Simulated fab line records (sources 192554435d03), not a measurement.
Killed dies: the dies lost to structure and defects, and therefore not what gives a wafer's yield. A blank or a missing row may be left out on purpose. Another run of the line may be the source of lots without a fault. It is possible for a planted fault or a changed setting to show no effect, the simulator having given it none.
Matching of chambers | flow n5Finfet | N5_PASSIVATION_DESCUM_46 on rieDiel-04: 4 sister chambers
The step chemistry O2, time 7.9 s. 14 wafers are shown with their chamber, then 7 later ones without.

== WAFERS PAIRED WITH THEIR CHAMBERS ==
wafer  | chamber | showerheadPlenumPTorr (Torr) | throttleValvePct (%) | drypumpMotorCurrentA (A)
L743.3 | 3       | 2.05                         | 20.56                | 6.4
L743.5 | 2       | 2.01                         | 20.43                | 5.9
L743.6 | 1       | 2.04                         | 20.31                | 6.0
L745.4 | 1       | 2.04                         | 20.30                | 6.0
L745.5 | 3       | 2.05                         | 20.56                | 6.5
L745.6 | 0       | 2.19                         | 20.66                | 6.1
L751.2 | 0       | 2.18                         | 20.67                | 6.2
L751.5 | 2       | 2.01                         | 20.44                | 6.0
L751.6 | 3       | 2.05                         | 20.57                | 6.4
L757.2 | 2       | 2.01                         | 20.44                | 6.0
L757.3 | 0       | 2.18                         | 20.69                | 6.2
L757.6 | 3       | 2.04                         | 20.60                | 6.5
L760.2 | 3       | 2.04                         | 20.62                | 6.4
L760.3 | 0       | 2.18                         | 20.71                | 6.1

SIGNATURES (means of the wafers above)
reading               | chamber 0 | chamber 1 | chamber 2 | chamber 3 | scatter within a chamber
showerheadPlenumPTorr | 2.1825    | 2.0400    | 2.0100    | 2.0460    | 0.00442
throttleValvePct      | 20.6825   | 20.3050   | 20.4367   | 20.5820   | 0.0211
drypumpMotorCurrentA  | 6.150     | 6.000     | 5.967     | 6.440     | 0.0535
Rule: for a wafer and a chamber, the distance is found by dividing, reading by reading, the gap between the wafer's reading and the chamber's mean by the reading's scatter, squaring, summing and taking the root. The wafer belongs to the nearest chamber; if the next one is less than 2 further off, it can't be placed. The scatter: take each reading less its chamber's mean, square it, sum over the shown wafers, divide by the number of wafers less the number of chambers, and take the root.

== WAFERS WHOSE CHAMBER IS MISSING ==
wafer  | showerheadPlenumPTorr (Torr) | throttleValvePct (%) | drypumpMotorCurrentA (A)
L760.4 | 2.03                         | 20.34                | 6.0
L759.2 | 2.04                         | 20.62                | 6.4
L759.3 | 2.03                         | 20.34                | 6.0
L759.4 | 2.00                         | 20.49                | 6.0
L761.1 | 2.17                         | 20.71                | 6.2
L761.4 | 2.04                         | 20.62                | 6.5
L761.5 | 2.00                         | 20.47                | 6.0

== CHAMBER TAKEN BY EACH ==
wafer  | from the rows above | in truth
L760.4 | 1                   | 1
L759.2 | 3                   | 3
L759.3 | 1                   | 1
L759.4 | 2                   | 2
L761.1 | 0                   | 0
L761.4 | 3                   | 3
L761.5 | 2                   | 2
Correctly placed: 7 of 7. Number that these rows cannot place: 0. Wrongly placed: 0.
